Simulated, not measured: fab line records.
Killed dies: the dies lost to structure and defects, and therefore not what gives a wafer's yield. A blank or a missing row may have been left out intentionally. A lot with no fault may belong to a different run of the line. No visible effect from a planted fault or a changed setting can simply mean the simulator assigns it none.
Chamber matching :: flow nandHarc :: 4 sister chambers for NHARC_A_BONDPAD_STRIP_15 on rieDiel-09
The step strips in O2. 8 wafers are shown with their chamber, then 8 later ones without.

WAFERS PAIRED WITH THEIR CHAMBERS
wafer: L701.4
chamber: 0
drypumpMotorCurrentA (A): 5.9
throttleValvePct (%): 17.043

wafer: L714.1
chamber: 0
drypumpMotorCurrentA (A): 5.9
throttleValvePct (%): 17.040

wafer: L716.3
chamber: 1
drypumpMotorCurrentA (A): 6.0
throttleValvePct (%): 17.027

wafer: L716.6
chamber: 3
drypumpMotorCurrentA (A): 6.0
throttleValvePct (%): 17.031

wafer: L718.1
chamber: 2
drypumpMotorCurrentA (A): 6.6
throttleValvePct (%): 17.034

wafer: L718.2
chamber: 3
drypumpMotorCurrentA (A): 6.1
throttleValvePct (%): 17.032

wafer: L718.5
chamber: 2
drypumpMotorCurrentA (A): 6.6
throttleValvePct (%): 17.039

wafer: L719.1
chamber: 1
drypumpMotorCurrentA (A): 6.0
throttleValvePct (%): 17.046

WAFERS MISSING THEIR CHAMBER
wafer: L719.5
drypumpMotorCurrentA (A): 6.0
throttleValvePct (%): 17.023

wafer: L719.6
drypumpMotorCurrentA (A): 6.6
throttleValvePct (%): 17.028

wafer: L722.2
drypumpMotorCurrentA (A): 5.9
throttleValvePct (%): 17.036

wafer: L722.3
drypumpMotorCurrentA (A): 6.6
throttleValvePct (%): 17.041

wafer: L722.4
drypumpMotorCurrentA (A): 6.0
throttleValvePct (%): 17.033

wafer: L723.2
drypumpMotorCurrentA (A): 5.9
throttleValvePct (%): 17.030

wafer: L723.3
drypumpMotorCurrentA (A): 6.0
throttleValvePct (%): 17.039

wafer: L723.6
drypumpMotorCurrentA (A): 6.6
throttleValvePct (%): 17.007

WHICH CHAMBER EACH WENT THROUGH
wafer: L719.5
from the rows above: can't be placed: 3 or 1
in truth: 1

wafer: L719.6
from the rows above: 2
in truth: 2

wafer: L722.2
from the rows above: 0
in truth: 0

wafer: L722.3
from the rows above: 2
in truth: 2

wafer: L722.4
from the rows above: can't be placed: 1 or 3
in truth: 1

wafer: L723.2
from the rows above: can't be placed: 0 or 1
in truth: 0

wafer: L723.3
from the rows above: can't be placed: 1 or 3
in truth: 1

wafer: L723.6
from the rows above: 2
in truth: 2
4 of 8 placed correctly. Unplaceable from these rows: 4, with the true chamber sitting among the candidates in 4. Wrongly placed: 0.
How it was worked out, from the rows above alone: a wafer's distance from a chamber is the root of the sum, over the readings, of the square of ((its reading less the chamber's mean) divided by the reading's scatter). The wafer belongs to the nearest chamber; if the next one is less than 2 further off, it can't be placed. Each chamber's mean is taken over the wafers shown for it. How the scatter is found: for the shown wafers, subtract from each reading the mean of its chamber, square and add these, divide the total by (wafers less chambers), then take the root.
